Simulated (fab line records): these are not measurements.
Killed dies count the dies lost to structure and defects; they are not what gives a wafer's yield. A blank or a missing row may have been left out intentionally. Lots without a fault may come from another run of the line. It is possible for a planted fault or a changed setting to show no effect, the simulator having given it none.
fab line records | flow n5_finfet
record: lots: 7 wafers: 39
route steps=1938 shown WELL_APT@31 FIN_SAQP@134 SD_EPI_P@321 GATE_CUT@477 MOL_CONTACT_COAG@542 BEOL_M1@753 BEOL_M2@844 BEOL_M3@1008 BEOL_M4@1111
start_h: hours from the record's opening day to when the first of the lot's shown wafers began | wait_h: how many hours have passed since the lot's step before this one | " same as the row above | L1.1+2: a row that stands for several wafers | - no value present, or no start provided | * or withheld: withheld | < > ~ a bound
route shown NAME@n: names a module that has steps shown in the file, with the first one's number in the route | usual: mean/standard deviation taken from wafers without a fault | same: alike in all rows | chamber/n: place in a boat | sites: readings site by site | _std_site: standard deviation across them | _edge_site: mean of outer sites minus mean of inner sites | radius_mm: how far each site lies from the wafer's centre | mask NAME#n: copy n | behind: tool/chamber where the wafer was last shaped | hold: the reason the lot was held/the length of the hold in hours/how it ended | device: the transistor (n, p or np) that didn't switch | end of line: the route-end tests of the same wafers | step lacking rows: just its recipe | killed: dies lost to structure and defects at the first sort, not the wafer's yield | map: per-die view of a wafer (x killed, . not killed, _ where there is no die)
set.NAME: setting as actually run; set.NAME@STEP: the setting as run at that earlier step | model.NAME: the simulator's own value behind a step, which no gauge read
lots with deliberately changed settings; one table per step, one row per wafer
== steps ==
step: N5_WELL_APT_DESCUM_13
recipe: chemistry: O2 time_s: 7.9 source_power_w: 50 bias_power_w: 20 pressure_mtorr: 20 rf_frequency_hz: 2.712e+07 temp_c: 40 o2_flow_sccm: 225
step: N5_FIN_SAQP_ETCH_69
recipe: chemistry: N2/H2 target: SOC target_depth_a: 1500 stop_on: SiNx ion_energy_ev: 100 bias_w: 61 pressure_mtorr: 30 source_w: 850 n2_flow_sccm: 200 h2_flow_sccm: 200
step: N5_SD_EPI_P_EPI_21
recipe: material: SiGe:B dopant: B temp_c: 550 pressure_torr: 20 ambient: H2 time_s: 355
step: N5_GATE_CUT_HM_DEP_46
recipe: material: SiO2 target_thk_a: 1300 temp_c: 400 precursor: TEOS/O2 pressure_torr: 6.5 rf_w: 900 teos_flow_sccm: 161.4 gas: O2 flow_sccm: 2650 time_s: 26.6
step: N5_MOL_CONTACT_COAG_PRECLEAN_111
recipe: chemistry: NF3:NH3 afs_cycles: 1 temp_c: 30 time_s: 20 sublimation_temp_c: 180 sublimation_time_s: 60 pressure_torr: 3 rf_power_w: 30
step: N5_BEOL_M1_PECVD_72
recipe: material: SiO2 target_thk_a: 160 temp_c: 400 precursor: TEOS/O2 pressure_torr: 5.5 rf_w: 450 teos_flow_sccm: 53.8 gas: O2 flow_sccm: 3000 time_s: 18
step: N5_BEOL_M2_HM_DEP_02
recipe: material: TiN target_thk_a: 200 temp_c: 25 chamber_pressure_pa: 0.49996
step: N5_BEOL_M3_SPUTTER_94
recipe: material: Cu target_thk_a: 45 temp_c: -20 chamber_pressure_pa: 0.07 power_w: withheld time_s: 8.29
step: N5_BEOL_M4_RC_MEAS_101
usual: REXT_P: 100.9/2.5 RS_SD_P: 65.5/0.97 VT_P: -250/3.3 VT_P_LVT: -98.3/2.6
columns lot.wafer tool chamber start_h wait_h set.time_s@WELL_APT_DESCUM_13 set.target_depth_a@FIN_SAQP_ETCH_69 set.epi_growth_time_s@SD_EPI_P_EPI_21 set.time_s@GATE_CUT_HM_DEP_46 set.time_s@MOL_CONTACT_COAG_PRECLEAN_111 set.time_s@BEOL_M1_PECVD_72 set.target_thk_a@BEOL_M2_HM_DEP_02 set.target_thk_a@BEOL_M3_SPUTTER_94 REXT_P[ohm.um] RS_SD_P[ohm/sq] VT_P[mV] VT_P_LVT[mV]
L079.1 prober-02 0 212.09 0.0 7.9 785.2 493 22.42 20 10.7 200 45 93.1 51.4 -245 -94.8
L079.2 " 0 " " 7.9 1500 355 26.6 20 10.7 268.8 54.78 97.1 64.9 -249 -100.2
L079.3 " 0 " " 7.9 785.2 493 26.6 20 18 268.8 45 95.6 52.1 -245 -95.8
L079.4 " 0 " " 7.9 1500 355 22.42 20 10.7 268.8 45 97.2 64.9 -252 -99.6
L079.5 " 0 " " 7.9 1500 493 22.42 20 18 200 54.78 93.6 51.7 -246 -95.5
L079.6 " 0 " " 7.9 785.2 355 26.6 20 18 200 54.78 96.4 65.0 -251 -99.8
L084.1 prober-02 0 238.57 0.0 7.9 1033 355 26.6 20 18 200 66.59 103.1 65.6 -249 -97.4
L084.2 " 0 " " 4.835 1500 355 26.6 31.63 18 200 45 103.3 67.0 -248 -96.1
L084.3 " 0 " " 4.835 1033 355 26.6 31.63 23.32 200 45 105.1 66.8 -250 -100.8
L084.4 " 0 " " 7.9 1500 506.4 26.6 20 23.32 200 66.59 98.2 51.6 -246 -96.1
L084.5 " 0 " " 7.9 1033 506.4 26.6 31.63 23.32 200 66.59 100.6 52.5 -251 -97.4
L084.6 " 0 " " 4.835 1500 506.4 26.6 20 18 200 45 100.2 52.5 -245 -92.5
L090.1 prober-02 0 277.92 0.0 7.9 1500 442.7 40.97 20 18 231.5 45 97.2 57.4 -245 -95.6
L090.2 " 0 " " 6.129 1500 442.7 26.6 10.34 7.883 200 45 96.9 56.6 -246 -96.9
L090.3 " 0 " " 6.129 1131 355 40.97 10.34 7.883 200 45 100.6 66.9 -251 -99.1
L090.4 " 0 " " 7.9 1131 442.7 26.6 20 18 200 65.22 97.6 56.8 -244 -94.4
L090.5 " 0 " " 7.9 1131 355 26.6 10.34 18 231.5 65.22 98.1 66.1 -249 -99.7
L090.6 " 0 " " 6.129 1500 355 40.97 20 7.883 231.5 65.22 99.3 66.2 -247 -96.7
L093.1 prober-02 0 283.77 0.0 7.9 747.1 229.4 26.6 20 18 269.7 30.81 116.5 94.5 -255 -105.1
L093.2 " 0 " " 12.16 747.1 355 18.99 20 28.46 269.7 30.81 100.3 66.8 -243 -93.4
L093.3 " 0 " " 7.9 1500 355 18.99 20 18 269.7 45 100.6 66.8 -249 -99.2
L093.4 " 0 " " 12.16 1500 229.4 18.99 20 28.46 200 45 116.2 96.2 -258 -107.7
L093.5 " 0 " " 7.9 747.1 229.4 26.6 20 28.46 200 45 115.7 94.1 -254 -106.1
L093.6 " 0 " " 12.16 1500 355 26.6 20 18 200 30.81 101.9 66.3 -245 -96.0
L091.1 prober-01 0 284.15 0.0 7.9 1500 355 34.6 20 18 200 25.83 100.1 65.7 -250 -99.4
L091.2 " 0 " " 7.9 1500 355 34.6 20 18 280.4 25.83 98.8 65.6 -251 -99.6
L091.3 " 0 " " 11.78 2270 355 26.6 20 18 200 45 98.0 64.5 -251 -98.6
L091.4 " 0 " " 11.78 1500 263.6 26.6 20 18 280.4 45 107.5 81.9 -261 -106.6
L091.5 " 0 " " 11.78 2270 263.6 34.6 20 18 280.4 45 106.6 80.1 -256 -103.2
L091.6 " 0 " " 7.9 2270 263.6 26.6 20 18 200 25.83 107.5 81.0 -258 -105.1
L092.1 prober-01 0 288.51 0.0 7.9 1500 355 26.6 20 18 200 45 100.9 64.6 -255 -102.2
L092.3 " 0 " " 7.9 1500 355 26.6 20 18 200 45 100.2 64.3 -251 -99.5
L092.4 " 0 " " 7.9 1500 355 26.6 20 18 200 45 100.6 64.8 -255 -101.7
L094.1 prober-02 0 291.39 0.0 7.9 2229 355 38.61 20 18 200 31.11 100.1 66.0 -248 -97.1
L094.2 " 0 " " 10.68 1500 213.8 26.6 20 28.31 200 45 118.2 101.3 -260 -109.3
L094.3 " 0 " " 7.9 1500 213.8 26.6 30.24 18 131 31.11 117.0 102.5 -261 -109.6
L094.4 " 0 " " 10.68 2229 213.8 38.61 30.24 28.31 131 31.11 116.2 102.4 -257 -106.8
L094.5 " 0 " " 10.68 1500 355 38.61 30.24 18 200 45 100.3 65.3 -249 -98.6
L094.6 " 0 " " 7.9 2229 355 26.6 20 28.31 131 45 101.0 66.8 -246 -97.3
== key ==
split: step: N5_WELL_APT_DESCUM_13 setting: time_s stated_as: 7.9
response none clear
split: step: N5_FIN_SAQP_ETCH_69 setting: target_depth_a stated_as: 1500
response none clear
split: step: N5_SD_EPI_P_EPI_21 setting: epi_growth_time_s stated_as: 355
response: step: N5_BEOL_M4_RC_MEAS_101 reading: RS_SD_P slope: -0.562 per: 1% together_with: all explained: 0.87
response: step: N5_BEOL_M4_RC_MEAS_101 reading: VT_P_LVT slope: +0.172 per: 1% together_with: all explained: 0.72
response: step: N5_BEOL_M4_RC_MEAS_101 reading: REXT_P slope: -0.233 per: 1% together_with: all explained: 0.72
response: step: N5_BEOL_M4_RC_MEAS_101 reading: VT_P slope: +0.182 per: 1% together_with: all explained: 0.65
split: step: N5_GATE_CUT_HM_DEP_46 setting: time_s stated_as: 26.6
response none clear
split: step: N5_MOL_CONTACT_COAG_PRECLEAN_111 setting: time_s stated_as: 20
response none clear
split: step: N5_BEOL_M1_PECVD_72 setting: time_s stated_as: 18
response none clear
split: step: N5_BEOL_M2_HM_DEP_02 setting: target_thk_a stated_as: 200
response none clear
split: step: N5_BEOL_M3_SPUTTER_94 setting: target_thk_a stated_as: 45
response none clear
